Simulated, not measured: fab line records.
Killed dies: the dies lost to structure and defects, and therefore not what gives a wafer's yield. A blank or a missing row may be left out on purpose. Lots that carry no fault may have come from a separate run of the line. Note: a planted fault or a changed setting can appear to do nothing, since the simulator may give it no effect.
Chamber matching    flow n5 finfet    4 sister chambers for N5_FIN_SAQP_ALD_61 on ald sin-02
The step deposits SiO2, target thk 4 nm, pulse time 1 s, purge time 2 s. 4 wafers are shown with their chamber, then 12 later ones without.

== WAFERS WITH THEIR CHAMBER ==
wafer   chamber  heater power w (W)
L087.4  2        499
L088.1  1        434
L090.5  0        432
L090.6  3        456

== WAFERS WITH NO CHAMBER GIVEN ==
wafer   heater power w (W)
L092.1  506
L092.3  443
L092.4  441
L095.2  428
L095.3  506
L095.5  436
L096.2  459
L096.4  506
L096.5  440
L097.1  503
L097.3  433
L097.5  445

== WHICH CHAMBER EACH ONE RAN IN ==
wafer   from the rows above           in truth
L092.1  2                             2
L092.3  can't be placed: 1 or 0 or 3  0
L092.4  can't be placed: 1 or 0 or 3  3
L095.2  can't be placed: 0 or 1       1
L095.3  2                             2
L095.5  can't be placed: 1 or 0       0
L096.2  3                             3
L096.4  2                             2
L096.5  can't be placed: 1 or 0 or 3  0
L097.1  2                             2
L097.3  can't be placed: 0 or 1       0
L097.5  can't be placed: 1 or 3 or 0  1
5 of 12 placed correctly. These rows do not allow placing 7 (true chamber among the candidates in 7). Number placed wrongly: 0.
How it was worked out, from the rows above alone: a wafer's distance from a chamber is the root of the sum, over the readings, of the square of ((its reading less the chamber's mean) divided by the reading's scatter). If the next closest chamber is less than 2 further off than the closest, the wafer can't be placed; otherwise it belongs to the closest. A chamber's mean is the mean of its shown wafers. The scatter: root of mean squared gap, hidden wafer to nearest shown wafer, with one shown wafer a chamber.
